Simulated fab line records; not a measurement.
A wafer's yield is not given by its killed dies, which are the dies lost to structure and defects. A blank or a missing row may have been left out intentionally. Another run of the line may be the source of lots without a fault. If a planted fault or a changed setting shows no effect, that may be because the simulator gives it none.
Which tool is to blame?    flow nandHarc    18 wafers from 6 lots sampled at 5 of the route's 1302 steps

== WHAT THE GAUGES READ, wafer by wafer ==
NHARC_END_SORT_01.
lot   measured      on         killedAtArray
L414  day 33 04:23  prober-02  674 673 672

== WHAT TOOL EACH LOT RAN ON (gives the tool, then ch and the chambers of the sampled wafers, and finally the start) ==
lot   NHARC_A_CONTACT_ETCH_117            NHARC_A_CONTACT_ETCH_120            NHARC_A_CONTACT_ETCH_122            NHARC_A_CONTACT_ETCH_123
L394  harCapEtch-02 ch 0, day 22 05:14    harCapEtch-02 ch 0, day 22 05:52    harCapEtch-02 ch 0, day 22 06:20    harCapEtch-02 ch 0, day 22 06:38
L398  harCapEtch-03 ch 0,1, day 23 04:23  harCapEtch-03 ch 0,1, day 23 04:54  harCapEtch-03 ch 0,1, day 23 05:14  harCapEtch-03 ch 0,1, day 23 05:32
L401  harCapEtch-03 ch 0,1, day 24 01:44  harCapEtch-03 ch 0,1, day 24 02:15  harCapEtch-03 ch 0,1, day 24 02:35  harCapEtch-03 ch 0,1, day 24 02:46
L405  harCapEtch-01 ch 0,1, day 26 14:29  harCapEtch-01 ch 0,1, day 26 15:00  harCapEtch-01 ch 0,1, day 26 15:20  harCapEtch-01 ch 0,1, day 26 15:31
L408  harCapEtch-03 ch 0,1, day 28 03:07  harCapEtch-03 ch 0,1, day 28 03:47  harCapEtch-03 ch 0,1, day 28 04:14  harCapEtch-03 ch 0,1, day 28 04:28
L414  harCapEtch-02 ch 0,1, day 29 22:50  harCapEtch-02 ch 0,1, day 29 23:20  harCapEtch-02 ch 0,1, day 29 23:41  harCapEtch-02 ch 0,1, day 29 23:51
- NHARC_A_CONTACT_ETCH_117: etches the open film in C4F8/O2/Ar, time 190 s, target depth 1850 nm.
- NHARC_A_CONTACT_ETCH_120: etches the open film in C4F8/O2/Ar, time 190 s, target depth 1850 nm.
- NHARC_A_CONTACT_ETCH_122: etches the open film in C4F8/O2/Ar, time 190 s, target depth 1850 nm.
- NHARC_A_CONTACT_ETCH_123: etches the open film in C4F8/O2/Ar, time 490 s, target depth 2110 nm.

== THE ANSWER, worked out from the rows above alone ==
Rule: what is usual is taken from the lots themselves. Put in order of their means at a reading, lots are off if they are a third of the lots or fewer, leave a main group of 4 or more, and stand apart from it by a gap of 3 or more times the standard deviation of the main group's means; of several such gaps the widest counts. If all means in a main group match to the digits the tables above print for the reading, that group is not used. Also off: a lot with no number at a reading for which 4 or more lots have one. All remaining lots with rows at the step are treated as sound.
No lot is off on any of the readings shown, so nothing can be concluded from this.

== WHAT THE SIMULATOR PUT IN ==
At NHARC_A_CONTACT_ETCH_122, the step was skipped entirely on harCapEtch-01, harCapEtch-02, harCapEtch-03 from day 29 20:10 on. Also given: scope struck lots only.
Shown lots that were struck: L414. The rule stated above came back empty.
